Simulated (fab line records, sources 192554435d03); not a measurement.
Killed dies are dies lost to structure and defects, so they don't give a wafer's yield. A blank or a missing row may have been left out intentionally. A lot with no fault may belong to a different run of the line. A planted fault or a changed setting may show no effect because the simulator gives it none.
Split-lot experiment | flow n5Finfet | 23 wafers read from 5 lots, route of 1938 steps

THE SPLIT ITSELF
At N5_BEOL_M14_DEP_53 (deposits SiCN from 3MS/NH3, target thk 50 nm, time 17.8 s), the setting timeS was moved away from the recipe's 17.8 s on 8 of the 23 wafers read, by -4.7% to +8.6%. The other wafers ran this setting at the recipe's value.

The reading is taken at the split's own step.

THE READING
SiCN_of_BEOL_M14_DEP_53.thkNm (the simulator's own value, which no gauge read), in nm, at N5_BEOL_M14_DEP_53 (deposits SiCN from 3MS/NH3, target thk 50 nm, time 17.8 s). No usual value for it is given in the file. Across the 15 wafers here that went through the recipe, the average is 49.8 nm and the standard deviation 0.57 nm.

wafer  | tool, chamber at the split | timeS as run, s | against the recipe | SiCN_of_BEOL_M14_DEP_53.thkNm, nm | against lot-mates on the recipe
L079.1 | pecvd-01, 1                | 17.8            | recipe             | 49.2                              | -
L079.2 | pecvd-01, 0                | 17.8            | recipe             | 49                                | -
L079.4 | pecvd-01, 2                | 17.8            | recipe             | 49.8                              | -
L079.5 | pecvd-01, 0                | 17.8            | recipe             | 50.2                              | -
L079.6 | pecvd-01, 1                | 17.8            | recipe             | 50                                | -
L078.2 | pecvd-04, 2                | 16.97           | -4.7%              | 47.8                              | -2.7
L078.3 | pecvd-04, 1                | 17.8            | recipe             | 50.2                              | -
L078.4 | pecvd-04, 0                | 16.97           | -4.7%              | 48.6                              | -1.9
L078.5 | pecvd-04, 1                | 17.8            | recipe             | 51                                | -
L078.6 | pecvd-04, 2                | 17.8            | recipe             | 50.4                              | -
L080.1 | pecvd-01, 1                | 17.8            | recipe             | 49.4                              | -
L080.2 | pecvd-01, 2                | 19.33           | +8.6%              | 53                                | +3.5
L080.3 | pecvd-01, 0                | 19.33           | +8.6%              | 53.8                              | +4.3
L080.4 | pecvd-01, 0                | 17.8            | recipe             | 49.6                              | -
L080.5 | pecvd-01, 1                | 19.33           | +8.6%              | 55.2                              | +5.7
L082.1 | pecvd-01, 0                | 17.8            | recipe             | 49                                | -
L082.4 | pecvd-01, 2                | 17.8            | recipe             | 49.4                              | -
L082.6 | pecvd-01, 1                | 17.8            | recipe             | 50.6                              | -
L091.2 | pecvd-01, 1,0              | 17.8            | recipe             | 49.6                              | -
L091.4 | pecvd-01, 1,0              | 17.8            | recipe             | 49.6                              | -
L091.3 | pecvd-01, 0,2              | 18.65           | +4.8%              | 51.6                              | +2.0
L091.6 | pecvd-01, 0,2              | 18.65           | +4.8%              | 51.6                              | +2.0
L091.5 | pecvd-01, 1                | 18.65           | +4.8%              | 53.4                              | +3.8
The file does not say which wafer passed through which chamber wherever a row lists several chambers: such a row stands for several wafers.

THE FIT
A straight line over all 23 wafers: SiCN_of_BEOL_M14_DEP_53.thkNm changes by +0.463 nm for each +1% of timeS; r = +0.93; the points scatter about the line by 0.71 nm.
The same after taking each lot's own level away (the mean of its wafers on the recipe; 23 wafers): +0.523 nm for each +1%; r = +0.95; scatter 0.61 nm.
According to that fit, moving timeS by its largest amount changes the reading by 4.5 nm.
Across the lots, their own levels run from 49.50 to 50.53 nm, a range of 1.8 times the standard deviation given above.
So the lot-to-lot level changes the slope: the two fits differ.
Check: with one of the wafers moved furthest among these (+8.6%) left out of the fit, the line predicts +4.81 nm for it against its lot-mates. Against them it came out at +3.5 nm.

OTHER SPLITS APPLIED TO THESE WAFERS
Before the reading, these wafers also passed through other splits. Each is held against what the fit with the lots' levels taken away leaves over:
other split on the same wafers | wafers away from the commonest value | r with SiCN_of_BEOL_M14_DEP_53.thkNm (lot level and that fit taken away)
N5_BEOL_M12_PEB_08 pebTimeS    | 10                                   | +0.10
N5_BEOL_M13_COAT_04 spinRpm    | 9                                    | +0.40
N5_BEOL_M14_SPUTTER_43 powerW  | 5                                    | +0.05

THE FILE'S OWN FIT
SiCN_of_BEOL_M14_DEP_53.thkNm changes by +0.523 nm for each +1% of timeS, r = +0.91.
